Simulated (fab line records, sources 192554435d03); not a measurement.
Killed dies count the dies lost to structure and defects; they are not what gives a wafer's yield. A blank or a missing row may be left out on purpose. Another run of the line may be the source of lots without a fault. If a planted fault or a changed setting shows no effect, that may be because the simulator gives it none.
Split-lot study -- flow n5-finfet -- on a route of 1938 steps: 7 lots, 21 wafers read

THE SPLIT ITSELF
At N5_BEOL_M7_ALD_77 (deposits TaN, target thk 2 nm, pulse time 2 s, purge time 3 s), the setting ald-cycles was moved away from the recipe's 40 on 7 of the 21 wafers read, by -15.0% to +15.0%. For the rest of the wafers, this setting stayed at what the recipe calls for.

The split's own step is where the reading is taken.

THE READING
TaN_of_BEOL_M7_ALD_77.thk-nm (the simulator's own value, which no gauge read), in nm, at N5_BEOL_M7_ALD_77 (deposits TaN, target thk 2 nm, pulse time 2 s, purge time 3 s). There is no usual value for it anywhere in the file.

wafer,"tool, chamber at the split",ald-cycles as run,against the recipe,"TaN_of_BEOL_M7_ALD_77.thk-nm, nm",against lot-mates on the recipe
L074.1,"ald-metal-02, 0,3,0",40,recipe,2,-
L074.3,"ald-metal-02, 0,3,0",40,recipe,2,-
L074.5,"ald-metal-02, 0,3,0",40,recipe,2,-
L080.2,"ald-metal-02, 1,0",46,+15.0%,2.2,+0.2
L080.5,"ald-metal-02, 1,0",46,+15.0%,2.2,+0.2
L080.6,"ald-metal-02, 3",40,recipe,2,-
L083.1,"ald-metal-04, 3,1,0",40,recipe,2,-
L083.2,"ald-metal-04, 3,1,0",40,recipe,2,-
L083.5,"ald-metal-04, 3,1,0",40,recipe,2,-
L086.3,"ald-metal-04, 3",34,-15.0%,1.8,-0.2
L086.4,"ald-metal-04, 2",34,-15.0%,1.6,-0.4
L086.6,"ald-metal-04, 2",40,recipe,2,-
L091.1,"ald-metal-02, 3",38,-5.0%,1.8,-0.2
L091.2,"ald-metal-02, 2",38,-5.0%,2,+0.0
L091.5,"ald-metal-02, 3",40,recipe,2,-
L093.3,"ald-metal-03, 1,2",40,recipe,2,-
L093.6,"ald-metal-03, 1,2",40,recipe,2,-
L093.5,"ald-metal-03, 1",34,-15.0%,1.6,-0.4
L097.3,"ald-metal-03, 2,3,0",40,recipe,2,-
L097.4,"ald-metal-03, 2,3,0",40,recipe,2,-
L097.6,"ald-metal-03, 2,3,0",40,recipe,2,-
When a row names more than one chamber, that row covers several wafers, and the file does not tell which wafer ran in which chamber.

THE FIT
A straight line over all 21 wafers: TaN_of_BEOL_M7_ALD_77.thk-nm changes by +0.0184 nm for each +1% of ald-cycles; r = +0.93; the points scatter about the line by 0.057 nm.
The same after taking each lot's own level away (the mean of its wafers on the recipe; 21 wafers): +0.0184 nm for each +1%; r = +0.93; scatter 0.057 nm.
On that fit, the largest move of ald-cycles shifts the reading by 0.28 nm.
The lots' own levels span 2.00 to 2.00 nm.
Hence the lot-to-lot level has little effect on the slope; both slopes agree.
Check: for one of the wafers moved furthest among these (-15.0%), held out of the fit, the line's prediction against its lot-mates is -0.317 nm. Against them it came out at -0.2 nm.

OTHER SPLITS ON THESE WAFERS
Before the reading, these wafers also passed through other splits. Each is held against what the fit with the lots' levels taken away leaves over:
other split on the same wafers,wafers away from the commonest value,r with TaN_of_BEOL_M7_ALD_77.thk-nm (lot level and that fit taken away)
N5_BEOL_M4_DESCUM_33 time-s,10,-0.16
N5_BEOL_M4_DEP_57 time-s,6,+0.10
N5_BEOL_M5_COAT_05 spin-rpm,9,+0.02
N5_BEOL_M7_COAT_05 spin-rpm,9,+0.33
N5_BEOL_M7_EXPOSE_08 dose-mj,7,-0.10

THE FILE'S OWN FIT
TaN_of_BEOL_M7_ALD_77.thk-nm changes by +0.02 nm for each +1% of ald-cycles, r = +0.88.
